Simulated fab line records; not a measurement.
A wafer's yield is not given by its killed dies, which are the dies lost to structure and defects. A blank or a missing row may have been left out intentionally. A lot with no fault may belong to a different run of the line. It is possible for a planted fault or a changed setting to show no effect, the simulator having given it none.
fab line records ; flow n5Finfet
record: lots: 5; wafers: 15; lastDay: 17
route steps=1938 shown BEOL_M14@1744
lots that met no fault: taken from a fault-free run of the same line
startH: start of the lot's first displayed wafer, in hours after the record's first day ; waitH: hours elapsed since this lot's preceding step ; " the same as in the row above ; L1.1+2: one row covering several wafers at once ; - either no value or no given start ; * or withheld: withheld ; < > ~ a bound
route shown NAME@n: names a module that has steps shown in the file, with the first one's number in the route ; usual: mean and standard deviation over wafers with no fault ; same: alike in all rows ; chamber/n: place in a boat ; sites: each site's reading ; _std_site: how widely they spread, as a standard deviation ; _edge_site: inner sites' mean taken away from outer sites' mean ; radiusMm: for every site, how far away it sits from the centre of the wafer ; mask NAME#n: copy n ; behind: the tool/chamber that last shaped the wafer ; hold: why the lot was held/for how many hours/how that ended ; device: names the non-switching transistor (n, p or np) ; end of line: the same wafers' tests at the end of the route ; a step given without rows: its recipe and nothing more ; killed: the dies lost at the first sort to structure and to defects; this is not the yield of the wafer ; map: a wafer's dies, x killed, . not, _ none there
set.NAME: the run value of the setting; set.NAME@STEP: its run value at that earlier step ; model.NAME: the simulator's own value behind a step, which no gauge read
lots at selected steps of the route; one table per step, one row per wafer
services: the hour from which a tool's chamber was out of use, counted from the record's first day as startH (under 0 if before that day), plus the number of hours and why
== steps ==
step: N5_BEOL_M14_DEVELOP_27
recipe: developTimeS: 45; rinseLiquid: diw; dry: airSpin; devTempC: 21
same: developTimeS: 45
lot.wafer;tool;chamber;startH;waitH
L087.2+4+6;lithoTrack-01;0;-;-
L084.1+4+5;lithoTrack-05;0;-;-
L088.1+4+6;lithoTrack-05;0;-;-
L094.1+4+6;lithoTrack-01;0;-;-
L097.4+5+6;lithoTrack-04;0;-;-
step: N5_BEOL_M14_HARDBAKE_32
recipe: tempC: 130; timeS: 120
lot.wafer;tool;chamber;startH;waitH
L087.2+4+6;lithoTrack-01;0;-;-
L084.1+4+5;lithoTrack-05;0;-;-
L088.1+4+6;lithoTrack-05;0;-;-
L094.1+4+6;lithoTrack-01;0;-;-
L097.4+5+6;lithoTrack-04;0;-;-
step: N5_BEOL_M14_CD_MEAS_28
recipe: targetCdNm: 284.4; landingEnergyEv: 500; detector: seInlens
usual: cdNm: 284.7/1.4
lot.wafer;tool;chamber;startH;waitH;cdNm
L087.2;cdSem-02;0;303.48;-;285.9
L087.4;cdSem-02;0;303.48;-;284.0
L087.6;cdSem-02;0;303.48;-;284.8
L084.1;cdSem-02;0;303.83;-;284.7
L084.4;cdSem-02;0;303.83;-;286.1
L084.5;cdSem-02;0;303.83;-;285.6
L088.1;cdSem-03;0;338.46;-;283.2
L088.4;cdSem-03;0;338.46;-;283.6
L088.6;cdSem-03;0;338.46;-;284.4
L094.1;cdSem-02;0;370.16;-;285.6
L094.4;cdSem-02;0;370.16;-;285.5
L094.6;cdSem-02;0;370.16;-;285.9
L097.4;cdSem-02;0;379.28;-;284.9
L097.5;cdSem-02;0;379.28;-;286.8
L097.6;cdSem-02;0;379.28;-;285.4
step: N5_BEOL_M14_OVL_MEAS_29
recipe: pointsPerWafer: 44
usual: M14_OVL: 4/5.4
lot.wafer;tool;chamber;startH;waitH;M14_OVL[nm]
L087.2;overlay-02;0;303.51;0.0;6
L087.4;overlay-02;0;303.51;0.0;7
L087.6;overlay-02;0;303.51;0.0;-1
L084.1;overlay-01;0;303.86;0.0;4
L084.4;overlay-01;0;303.86;0.0;2
L084.5;overlay-01;0;303.86;0.0;4
L088.1;overlay-02;0;338.49;0.0;3
L088.4;overlay-02;0;338.49;0.0;5
L088.6;overlay-02;0;338.49;0.0;-7
L094.1;overlay-02;0;370.19;0.0;-4
L094.4;overlay-02;0;370.19;0.0;-4
L094.6;overlay-02;0;370.19;0.0;-12
L097.4;overlay-02;0;379.30;0.0;0
L097.5;overlay-02;0;379.30;0.0;-4
L097.6;overlay-02;0;379.30;0.0;9
step: N5_BEOL_M14_INSPECT_30
recipe: mode: adi; inspectInstrument: macro
usual: rawDefectCount: 2.2/1.5
lot.wafer;tool;chamber;startH;waitH;rawDefectCount
L087.2;defectInspect-01;-;303.54;0.0;2
L087.4;defectInspect-01;-;303.54;0.0;0
L087.6;defectInspect-01;-;303.54;0.0;2
L084.1;defectInspect-01;-;303.88;0.0;0
L084.4;defectInspect-01;-;303.88;0.0;8
L084.5;defectInspect-01;-;303.88;0.0;3
L088.1;defectInspect-01;-;338.51;0.0;1
L088.4;defectInspect-01;-;338.51;0.0;2
L088.6;defectInspect-01;-;338.51;0.0;3
L094.1;defectInspect-01;-;370.22;0.0;2
L094.4;defectInspect-01;-;370.22;0.0;3
L094.6;defectInspect-01;-;370.22;0.0;4
L097.4;defectInspect-02;-;379.33;0.0;4
L097.5;defectInspect-02;-;379.33;0.0;2
L097.6;defectInspect-02;-;379.33;0.0;1
step: N5_BEOL_M14_DESCUM_33
recipe: chemistry: O2; timeS: 7.9; sourcePowerW: 50; biasPowerW: 20; pressureMtorr: 20; rfFrequencyHz: 2.712e+07; tempC: 40; o2FlowSccm: 225
usual: biasPowerW: 20.00/0.059; drypumpMotorCurrentA: 5.8/0.38; oesProductAu: 0.78/0.094; rfVppV: 242.6/1.4; showerheadPlenumPTorr: 2.05/0.077; throttleValvePct: 20.54/0.29
lot.wafer;tool;chamber;startH;waitH;biasPowerW;drypumpMotorCurrentA;oesProductAu;rfHoursCounterH;rfVppV;showerheadPlenumPTorr;throttleValvePct
L087.2;rieDiel-05;1;303.84;0.3;20.05;5.1;0.87;71;242.5;2.02;20.20
L087.4;rieDiel-05;3;303.84;0.3;19.91;5.7;0.96;7;243.0;2.04;20.13
L087.6;rieDiel-05;3;303.84;0.3;19.99;5.7;0.98;-;242.0;2.04;20.13
L084.1;rieDiel-06;1;304.23;0.4;20.05;6.0;0.71;210;243.3;2.07;20.70
L084.4;rieDiel-06;3;304.23;0.4;20.03;6.1;0.72;206;243.1;1.99;20.59
L084.5;rieDiel-06;1;304.23;0.4;20.04;6.0;0.70;-;243.8;2.07;20.71
L088.1;rieDiel-06;1;338.73;0.2;19.97;6.0;0.70;222;244.5;2.07;20.72
L088.4;rieDiel-06;3;338.73;0.2;19.93;6.2;0.71;219;242.7;1.99;20.60
L088.6;rieDiel-06;3;338.73;0.2;20.08;6.2;0.70;-;241.8;1.99;20.60
L094.1;rieDiel-02;2;370.26;0.0;20.03;6.1;0.68;253;244.7;2.15;21.02
L094.4;rieDiel-02;0;370.26;0.0;19.98;5.9;0.90;-;246.2;2.23;20.31
L094.6;rieDiel-02;2;370.26;0.0;20.06;6.2;0.68;-;243.8;2.15;21.02
L097.4;rieDiel-06;1;379.38;0.0;20.02;6.0;0.69;-;242.4;2.06;20.74
L097.5;rieDiel-06;0;379.38;0.0;20.03;5.7;0.82;-;241.6;2.03;20.43
L097.6;rieDiel-06;3;379.38;0.0;19.85;6.2;0.71;-;240.6;1.98;20.62
step: N5_BEOL_M14_ETCH_67
recipe: chemistry: CF4; target: SiARC; targetDepthA: 1430; timeS: 238.3; ionEnergyEv: 80; pressureMtorr: 40; sourceW: 545; biasW: 36; Ar_flow_sccm: 100; cf4FlowSccm: 100; ends: cleared
usual: drypumpMotorCurrentA: 5.8/0.38; etchRfOnTimeS: 239/3.8; oesProductAu: 0.66/0.079; rfVppV: 183.6/1.2; showerheadPlenumPTorr: 2.11/0.071; throttleValvePct: 15.7/0.31
lot.wafer;tool;chamber;startH;waitH;drypumpMotorCurrentA;etchRfOnTimeS;oesProductAu;rfHoursCounterH;rfVppV;showerheadPlenumPTorr;throttleValvePct
L087.2;rieDiel-05;1;303.87;0.0;5.1;238;0.73;71;183.2;2.08;15.4
L087.4;rieDiel-05;3;303.87;0.0;5.7;232;0.82;7;183.5;2.11;15.3
L087.6;rieDiel-05;3;303.87;0.0;5.8;228;0.83;-;184.0;2.11;15.3
L084.1;rieDiel-06;1;304.27;0.0;6.0;239;0.60;210;183.2;2.12;15.9
L084.4;rieDiel-06;3;304.27;0.0;6.2;239;0.62;207;183.8;2.05;15.8
L084.5;rieDiel-06;1;304.27;0.0;6.0;241;0.61;-;185.0;2.12;15.9
L088.1;rieDiel-06;1;338.76;0.0;5.9;242;0.59;222;183.9;2.12;15.9
L088.4;rieDiel-06;3;338.76;0.0;6.2;244;0.61;220;182.0;2.04;15.8
L088.6;rieDiel-06;3;338.76;0.0;6.2;245;0.60;-;183.6;2.04;15.8
L094.1;rieDiel-02;2;370.29;0.0;6.1;243;0.59;253;184.1;2.19;16.2
L094.4;rieDiel-02;0;370.29;0.0;5.9;241;0.78;-;185.9;2.26;15.4
L094.6;rieDiel-02;2;370.29;0.0;6.2;244;0.59;-;185.0;2.19;16.2
L097.4;rieDiel-06;1;379.47;0.1;5.9;241;0.59;-;184.0;2.11;15.9
L097.5;rieDiel-06;0;379.47;0.1;5.8;239;0.70;-;182.5;2.08;15.6
L097.6;rieDiel-06;3;379.47;0.1;6.2;242;0.60;-;183.6;2.04;15.8
step: N5_BEOL_M14_ETCH_68
recipe: chemistry: N2/H2; target: SOC; maskMaterial: SiARC; sourceW: 3000; biasW: 350; tempC: 40; timeS: 450; ionEnergyEv: 200; pressureMtorr: 30; n2FlowSccm: 200; h2FlowSccm: 200
usual: drypumpMotorCurrentA: 5.8/0.38; n2FlowSccm: 200.1/0.56; oesProductAu: 0.78/0.093; rfVppV: 522.6/2.7; showerheadPlenumPTorr: 2.50/0.091; throttleValvePct: 17.9/0.32
lot.wafer;tool;chamber;startH;waitH;drypumpMotorCurrentA;n2FlowSccm;oesProductAu;rfHoursCounterH;rfVppV;showerheadPlenumPTorr;throttleValvePct
L087.2;rieDiel-05;1;304.02;0.1;5.1;200.7;0.86;71;522.9;2.48;17.7
L087.4;rieDiel-05;3;304.02;0.1;5.8;199.5;0.95;7;522.3;2.49;17.5
L087.6;rieDiel-05;3;304.02;0.1;5.7;200.0;0.96;-;523.5;2.49;17.5
L084.1;rieDiel-06;1;304.42;0.1;6.0;199.9;0.71;210;524.1;2.53;18.2
L084.4;rieDiel-06;3;304.42;0.1;6.2;200.0;0.72;207;521.4;2.42;17.9
L084.5;rieDiel-06;1;304.42;0.1;6.0;200.1;0.71;-;523.5;2.53;18.2
L088.1;rieDiel-06;1;338.91;0.1;6.0;199.9;0.70;222;522.9;2.52;18.2
L088.4;rieDiel-06;3;338.91;0.1;6.2;201.1;0.71;220;522.0;2.41;17.9
L088.6;rieDiel-06;3;338.91;0.1;6.2;200.1;0.70;-;520.9;2.41;17.9
L094.1;rieDiel-02;2;370.44;0.1;6.2;200.7;0.69;254;525.8;2.60;18.3
L094.4;rieDiel-02;0;370.44;0.1;5.9;200.4;0.91;-;529.2;2.70;17.6
L094.6;rieDiel-02;2;370.44;0.1;6.2;201.0;0.69;-;525.4;2.60;18.3
L097.4;rieDiel-06;1;379.67;0.1;6.0;200.0;0.70;-;522.4;2.52;18.3
L097.5;rieDiel-06;0;379.67;0.1;5.8;199.2;0.82;-;520.4;2.46;17.7
L097.6;rieDiel-06;3;379.67;0.1;6.2;200.1;0.70;-;519.1;2.41;18.0
step: N5_BEOL_M14_STRIP_69
recipe: chemistry: N2/H2; tempC: 40; n2FlowSccm: 200; h2FlowSccm: 200; rfFrequencyHz: 6e+07
lot.wafer;tool;chamber;startH;waitH
L087.2+4+6;rieDiel-05;1,3,3;304.28;0.1
L084.1+4+5;rieDiel-06;1,3,1;304.68;0.1
L088.1+4+6;rieDiel-06;1,3,3;339.17;0.1
L094.1+4+6;rieDiel-02;2,0,2;370.70;0.1
L097.4+5+6;rieDiel-06;1,0,3;379.81;0.0
step: N5_BEOL_M14_TRENCH_ETCH_34
recipe: chemistry: C4F8/O2/Ar; target: SiO2; targetDepthA: 5566.5; maskMaterial: SOC; heInnerTorr: 15; heOuterTorr: 30; timeS: 126.9; ionEnergyEv: 800; pressureMtorr: 20; sourceW: 1905; biasW: 2040; Ar_flow_sccm: 400; C4F8_flow_sccm: 16; O2_flow_sccm: 12
usual: O2_flow_sccm: 12.01/0.034; drypumpMotorCurrentA: 5.9/0.38; heInnerTorr: 15.00/0.031; oesProductAu: 0.78/0.092; rfVppV: 2223/19; showerheadPlenumPTorr: 3.38/0.11; throttleValvePct: 31.01/0.28
lot.wafer;tool;chamber;startH;waitH;O2_flow_sccm;drypumpMotorCurrentA;heInnerTorr;oesProductAu;rfHoursCounterH;rfVppV;showerheadPlenumPTorr;throttleValvePct
L087.2;rieDiel-05;1;304.29;0.0;11.98;5.1;15.01;0.85;71;2229;3.35;30.77
L087.4;rieDiel-05;3;304.29;0.0;12.01;5.7;14.98;0.95;7;2191;3.39;30.79
L087.6;rieDiel-05;3;304.29;0.0;12.07;5.8;14.98;0.95;-;2193;3.39;30.77
L084.1;rieDiel-06;1;304.69;0.0;11.99;6.0;15.00;0.71;210;2237;3.40;31.14
L084.4;rieDiel-06;3;304.69;0.0;12.02;6.2;14.96;0.72;207;2219;3.30;31.09
L084.5;rieDiel-06;1;304.69;0.0;11.99;6.0;15.04;0.71;-;2236;3.40;31.15
L088.1;rieDiel-06;1;339.18;0.0;12.06;6.0;14.95;0.70;222;2235;3.39;31.15
L088.4;rieDiel-06;3;339.18;0.0;11.99;6.2;15.00;0.71;220;2220;3.29;31.12
L088.6;rieDiel-06;3;339.18;0.0;12.02;6.2;15.01;0.71;-;2221;3.29;31.13
L094.1;rieDiel-02;2;370.71;0.0;12.02;6.2;14.98;0.69;254;2256;3.51;31.36
L094.4;rieDiel-02;0;370.71;0.0;12.09;5.9;15.00;0.91;-;2235;3.63;30.75
L094.6;rieDiel-02;2;370.71;0.0;12.03;6.2;15.03;0.69;-;2255;3.51;31.37
L097.4;rieDiel-06;1;379.87;0.1;12.01;6.0;15.02;0.69;-;2236;3.38;31.14
L097.5;rieDiel-06;0;379.87;0.1;12.00;5.8;14.97;0.83;-;2235;3.33;30.84
L097.6;rieDiel-06;3;379.87;0.1;11.99;6.2;15.02;0.70;-;2220;3.28;31.15
step: N5_BEOL_M14_STRIP_70
recipe: chemistry: C4F8/O2/Ar; resist: SiARC; rfFrequencyHz: 6e+07
lot.wafer;tool;chamber;startH;waitH
L087.2+4+6;rieDiel-05;1,3,3;304.41;0.1
L084.1+4+5;rieDiel-06;1,3,1;304.80;0.1
L088.1+4+6;rieDiel-06;1,3,3;339.30;0.1
L094.1+4+6;rieDiel-02;2,0,2;370.83;0.1
L097.4+5+6;rieDiel-06;1,0,3;379.94;0.0
step: N5_BEOL_M14_OCD_MEAS_35
usual: trenchDepthNm: 552/8.4
lot.wafer;tool;chamber;startH;waitH;trenchDepthNm
L087.2;ocd-01;-;304.45;0.0;547
L087.4;ocd-01;-;304.45;0.0;566
L087.6;ocd-01;-;304.45;0.0;568
L084.1;ocd-02;-;304.84;0.0;548
L084.4;ocd-02;-;304.84;0.0;554
L084.5;ocd-02;-;304.84;0.0;551
L088.1;ocd-02;-;339.34;0.0;546
L088.4;ocd-02;-;339.34;0.0;550
L088.6;ocd-02;-;339.34;0.0;550
L094.1;ocd-02;-;370.87;0.0;541
L094.4;ocd-02;-;370.87;0.0;556
L094.6;ocd-02;-;370.87;0.0;546
L097.4;ocd-02;-;379.98;0.0;546
L097.5;ocd-02;-;379.98;0.0;556
L097.6;ocd-02;-;379.98;0.0;550
step: N5_BEOL_M14_STRIP_37
recipe: chemistry: O2; powerW: 600; tempC: 60; pressureMtorr: 30; rfFrequencyHz: 6e+07; biasPowerW: 0; overashFraction: 0.3; o2FlowSccm: 225
usual: drypumpMotorCurrentA: 5.8/0.38; oesProductAu: 0.81/0.095; rfVppV: 3.7/0.94; showerheadPlenumPTorr: 2.06/0.075; throttleValvePct: 16.69/0.26
same: biasPowerW: 0
lot.wafer;tool;chamber;startH;waitH;drypumpMotorCurrentA;oesProductAu;rfHoursCounterH;rfVppV;showerheadPlenumPTorr;throttleValvePct
L087.2;rieDiel-02;1;306.31;1.9;5.0;0.68;232;4.9;1.98;16.74
L087.4;rieDiel-02;2;306.31;1.9;6.1;0.72;-;3.2;2.16;17.23
L087.6;rieDiel-02;1;306.31;1.9;5.0;0.68;-;3.4;1.98;16.70
L084.1;rieDiel-06;1;306.35;1.5;6.0;0.70;211;2.7;2.08;16.92
L084.4;rieDiel-06;3;306.35;1.5;6.1;0.72;207;4.3;2.00;16.81
L084.5;rieDiel-06;1;306.35;1.5;5.9;0.71;-;4.6;2.08;16.95
L088.1;rieDiel-06;0;340.02;0.7;5.8;0.85;76;2.8;2.04;16.63
L088.4;rieDiel-06;3;340.02;0.7;6.2;0.72;220;3.9;1.99;16.83
L088.6;rieDiel-06;1;340.02;0.7;6.0;0.71;-;4.2;2.07;16.96
L094.1;rieDiel-06;1;372.00;1.1;6.0;0.69;234;2.7;2.07;16.99
L094.4;rieDiel-06;3;372.00;1.1;6.2;0.71;-;3.8;1.99;16.88
L094.6;rieDiel-06;0;372.00;1.1;5.8;0.84;-;3.2;2.03;16.67
L097.4;rieDiel-02;1;381.44;1.5;5.0;0.98;-;2.5;2.23;16.30
L097.5;rieDiel-02;0;381.44;1.5;5.9;0.90;-;3.4;2.24;16.55
L097.6;rieDiel-02;3;381.44;1.5;6.1;0.92;-;3.4;2.23;16.84
step: N5_BEOL_M14_ETCH_38
recipe: chemistry: CF4/N2; target: SiCN; targetDepthA: 1065; taperDeg: 2; timeS: 120.6; ionEnergyEv: 150; maskMaterial: SiO2; pressureMtorr: 40; sourceW: 430; biasW: 70; Ar_flow_sccm: 100; cf4FlowSccm: 60; n2FlowSccm: 60
usual: drypumpMotorCurrentA: 5.8/0.38; n2FlowSccm: 60.01/0.16; oesProductAu: 0.81/0.095; rfVppV: 381.5/2; showerheadPlenumPTorr: 2.18/0.074; throttleValvePct: 15.47/0.27
lot.wafer;tool;chamber;startH;waitH;drypumpMotorCurrentA;n2FlowSccm;oesProductAu;rfHoursCounterH;rfVppV;showerheadPlenumPTorr;throttleValvePct
L087.2;rieDiel-02;1;-;-;5.0;60.06;0.70;232;380.2;2.10;15.58
L087.4;rieDiel-02;2;-;-;6.2;60.18;0.71;-;382.6;2.27;15.96
L087.6;rieDiel-02;1;-;-;5.0;59.84;0.69;-;380.0;2.10;15.57
L084.1;rieDiel-06;1;-;-;6.0;59.90;0.70;211;381.2;2.19;15.73
L084.4;rieDiel-06;3;-;-;6.2;60.32;0.72;207;380.8;2.11;15.63
L084.5;rieDiel-06;1;-;-;6.0;59.85;0.70;-;380.3;2.19;15.73
L088.1;rieDiel-06;0;-;-;5.8;59.95;0.85;76;380.8;2.14;15.39
L088.4;rieDiel-06;3;-;-;6.2;60.22;0.71;220;379.2;2.10;15.68
L088.6;rieDiel-06;1;-;-;6.0;60.03;0.69;-;381.4;2.18;15.74
L094.1;rieDiel-06;1;-;-;6.0;60.14;0.69;234;379.6;2.18;15.79
L094.4;rieDiel-06;3;-;-;6.2;60.18;0.71;-;380.8;2.10;15.68
L094.6;rieDiel-06;0;-;-;5.8;59.96;0.83;-;381.0;2.14;15.43
L097.4;rieDiel-02;1;-;-;5.0;59.95;0.98;-;386.2;2.36;15.12
L097.5;rieDiel-02;0;-;-;5.9;59.68;0.89;-;384.3;2.33;15.22
L097.6;rieDiel-02;3;-;-;6.1;60.01;0.93;-;386.5;2.35;15.60
step: N5_BEOL_M14_PRECLEAN_39
recipe: chemistry: residueRemover; timeS: 60; tempC: 40
lot.wafer;tool;chamber;startH;waitH
L087.2+4+6;wetBench-01;7,3,6;306.50;-
L084.1+4+5;wetBench-03;4,5,1;306.54;-
L088.1+4+6;wetBench-05;2,7,6;340.21;-
L094.1+4+6;wetBench-03;0,2,1;372.20;-
L097.4+5+6;wetBench-05;5,3,4;381.61;-
step: N5_BEOL_M14_SRD_40
recipe: timeS: 30; tempC: 23; rinseLiquid: diw; dry: n2Spin; spinRpm: 1500; dryTimeS: 30
lot.wafer;tool;chamber;startH;waitH
L087.2+4+6;wetBench-01;7,3,6;306.52;0.0
L084.1+4+5;wetBench-03;4,5,1;306.56;0.0
L088.1+4+6;wetBench-05;2,7,6;340.23;0.0
L094.1+4+6;wetBench-03;0,2,1;372.22;0.0
L097.4+5+6;wetBench-05;5,3,4;381.65;0.0
step: N5_BEOL_M14_DEGAS_41
recipe: ambient: vacuum; tempC: 300; timeS: 60
usual: heaterPowerW: 465/46; susceptorTempC: 299.99/0.19
lot.wafer;tool;chamber;startH;waitH;heaterPowerW;susceptorTempC
L087.2;pvdSputter-01;-;306.60;0.1;550;299.87
L087.4;pvdSputter-01;-;306.60;0.1;490;300.20
L087.6;pvdSputter-01;-;306.60;0.1;441;299.68
L084.1;pvdSputter-03;-;307.00;0.4;499;299.94
L084.4;pvdSputter-03;-;307.00;0.4;467;299.85
L084.5;pvdSputter-03;-;307.00;0.4;483;299.91
L088.1;pvdSputter-02;-;340.55;0.3;431;300.00
L088.4;pvdSputter-02;-;340.55;0.3;524;299.94
L088.6;pvdSputter-02;-;340.55;0.3;530;300.23
L094.1;pvdSputter-01;-;372.54;0.3;480;300.03
L094.4;pvdSputter-01;-;372.54;0.3;477;300.16
L094.6;pvdSputter-01;-;372.54;0.3;559;299.80
L097.4;pvdSputter-03;-;382.04;0.4;462;300.13
L097.5;pvdSputter-03;-;382.04;0.4;468;300.11
L097.6;pvdSputter-03;-;382.04;0.4;504;300.12
step: N5_BEOL_M14_PRE_CLEAN_42
recipe: gas: H2/He; timeS: 30; tempC: 300
usual: heaterPowerW: 464/47; susceptorTempC: 299.97/0.2
lot.wafer;tool;chamber;startH;waitH;heaterPowerW;susceptorTempC
L087.2;pvdSputter-01;-;306.64;0.0;562;300.00
L087.4;pvdSputter-01;-;306.64;0.0;475;300.04
L087.6;pvdSputter-01;-;306.64;0.0;444;299.90
L084.1;pvdSputter-03;-;307.04;0.0;495;300.06
L084.4;pvdSputter-03;-;307.04;0.0;456;300.23
L084.5;pvdSputter-03;-;307.04;0.0;501;299.82
L088.1;pvdSputter-02;-;340.59;0.0;450;299.77
L088.4;pvdSputter-02;-;340.59;0.0;518;300.18
L088.6;pvdSputter-02;-;340.59;0.0;507;299.89
L094.1;pvdSputter-01;-;372.58;0.0;494;300.11
L094.4;pvdSputter-01;-;372.58;0.0;465;299.86
L094.6;pvdSputter-01;-;372.58;0.0;551;300.31
L097.4;pvdSputter-03;-;382.08;0.0;475;299.91
L097.5;pvdSputter-03;-;382.08;0.0;481;300.09
L097.6;pvdSputter-03;-;382.08;0.0;498;300.20
step: N5_BEOL_M14_SPUTTER_43
recipe: material: TaN; targetThkA: 150; tempC: 50; biasV: 168.6; powerW: 15000; chamberPressurePa: 0.12; timeS: 24.19
usual: susceptorTempC: 49.99/0.11; throttleValvePct: 29.7/0.98
lot.wafer;tool;chamber;startH;waitH;susceptorTempC;throttleValvePct
L087.2;pvdSputter-01;-;306.68;0.0;50.08;30.6
L087.4;pvdSputter-01;-;306.68;0.0;50.09;30.1
L087.6;pvdSputter-01;-;306.68;0.0;50.09;28.6
L084.1;pvdSputter-03;-;307.08;0.0;49.85;31.4
L084.4;pvdSputter-03;-;307.08;0.0;50.04;28.6
L084.5;pvdSputter-03;-;307.08;0.0;49.92;31.2
L088.1;pvdSputter-02;-;340.63;0.0;49.90;27.8
L088.4;pvdSputter-02;-;340.63;0.0;50.03;29.8
L088.6;pvdSputter-02;-;340.63;0.0;49.91;29.6
L094.1;pvdSputter-01;-;372.62;0.0;49.93;29.2
L094.4;pvdSputter-01;-;372.62;0.0;50.01;30.0
L094.6;pvdSputter-01;-;372.62;0.0;50.25;30.1
L097.4;pvdSputter-03;-;382.12;0.0;50.09;28.7
L097.5;pvdSputter-03;-;382.12;0.0;50.17;29.9
L097.6;pvdSputter-03;-;382.12;0.0;50.10;31.5
step: N5_BEOL_M14_SPUTTER_44
recipe: material: Ta; targetThkA: 150; tempC: 50; biasV: 80; powerW: 15000; chamberPressurePa: 0.07; timeS: 24.19
usual: susceptorTempC: 50.00/0.11; throttleValvePct: 29.7/0.98
lot.wafer;tool;chamber;startH;waitH;susceptorTempC;throttleValvePct
L087.2;pvdSputter-01;-;306.76;0.0;50.00;30.4
L087.4;pvdSputter-01;-;306.76;0.0;50.24;30.1
L087.6;pvdSputter-01;-;306.76;0.0;49.85;28.8
L084.1;pvdSputter-03;-;307.16;0.0;49.95;31.4
L084.4;pvdSputter-03;-;307.16;0.0;49.95;28.9
L084.5;pvdSputter-03;-;307.16;0.0;50.00;31.3
L088.1;pvdSputter-02;-;340.71;0.0;50.07;27.7
L088.4;pvdSputter-02;-;340.71;0.0;50.07;29.6
L088.6;pvdSputter-02;-;340.71;0.0;50.09;29.9
L094.1;pvdSputter-01;-;372.70;0.0;49.87;29.0
L094.4;pvdSputter-01;-;372.70;0.0;50.05;30.1
L094.6;pvdSputter-01;-;372.70;0.0;50.21;30.0
L097.4;pvdSputter-03;-;382.20;0.0;49.95;28.8
L097.5;pvdSputter-03;-;382.20;0.0;50.00;29.7
L097.6;pvdSputter-03;-;382.20;0.0;50.16;31.5
step: N5_BEOL_M14_SPUTTER_45
recipe: material: Cu; targetThkA: 1000; tempC: -20; biasV: 60; powerW: 26000; chamberPressurePa: 0.13; timeS: 16.67
usual: susceptorTempC: -20.00/0.12; throttleValvePct: 29.7/0.99
lot.wafer;tool;chamber;startH;waitH;susceptorTempC;throttleValvePct
L087.2;pvdSputter-01;-;306.84;0.0;-19.95;29.9
L087.4;pvdSputter-01;-;306.84;0.0;-19.93;29.9
L087.6;pvdSputter-01;-;306.84;0.0;-19.91;28.7
L084.1;pvdSputter-03;-;307.24;0.0;-19.76;31.4
L084.4;pvdSputter-03;-;307.24;0.0;-19.85;28.7
L084.5;pvdSputter-03;-;307.24;0.0;-19.98;31.5
L088.1;pvdSputter-02;-;340.79;0.0;-20.00;27.9
L088.4;pvdSputter-02;-;340.79;0.0;-20.01;29.8
L088.6;pvdSputter-02;-;340.79;0.0;-20.05;29.7
L094.1;pvdSputter-01;-;372.78;0.0;-19.96;29.3
L094.4;pvdSputter-01;-;372.78;0.0;-19.95;29.8
L094.6;pvdSputter-01;-;372.78;0.0;-20.00;30.1
L097.4;pvdSputter-03;-;382.28;0.0;-20.04;29.0
L097.5;pvdSputter-03;-;382.28;0.0;-19.93;29.7
L097.6;pvdSputter-03;-;382.28;0.0;-19.99;31.2
step: N5_BEOL_M14_ECD_47
recipe: material: Cu; targetThkA: 12480
lot.wafer;tool;chamber;startH;waitH
L087.2+4+6;ecdCu-01;1,0,0;306.96;0.1
L084.1+4+5;ecdCu-02;0,0,1;307.41;0.1
L088.1+4+6;ecdCu-02;1,1,0;340.90;0.1
L094.1+4+6;ecdCu-02;1,0,1;372.90;0.1
L097.4+5+6;ecdCu-01;0,1,0;382.45;0.1
== services ==
tool;chamber;startH;hours;kind
ecdCu-01;-;283.32;1.8;repair
rieDiel-02;0;286.55;12.4;repair
ecdCu-02;-;296.65;2.2;repair
rieDiel-02;-;320.74;3.6;repair
rieDiel-02;3;326.28;-;clean
rieDiel-02;3;326.28;-;consumableReplace:focusRing
rieDiel-02;3;326.28;-;consumableReplace:showerhead
rieDiel-02;3;326.28;17.4;scheduledDown
rieDiel-02;3;326.28;17.4;ventCycle
rieDiel-02;2;328.81;3.2;repair
rieDiel-06;1;352.27;2.4;repair
rieDiel-02;1;362.03;1.3;repair
rieDiel-02;1;363.60;-;clean
rieDiel-02;1;363.60;-;consumableReplace:focusRing
rieDiel-02;1;363.60;-;consumableReplace:showerhead
rieDiel-02;1;363.60;15.4;scheduledDown
rieDiel-02;1;363.60;15.4;ventCycle
rieDiel-05;2;366.19;1.2;repair
rieDiel-06;2;368.01;12.3;repair
wetBench-01;-;370.33;2.3;repair
rieDiel-02;2;379.03;-;clean
rieDiel-02;2;379.03;-;consumableReplace:focusRing
rieDiel-02;2;379.03;24.5;scheduledDown
rieDiel-02;2;379.03;24.5;ventCycle
== key ==
fault none
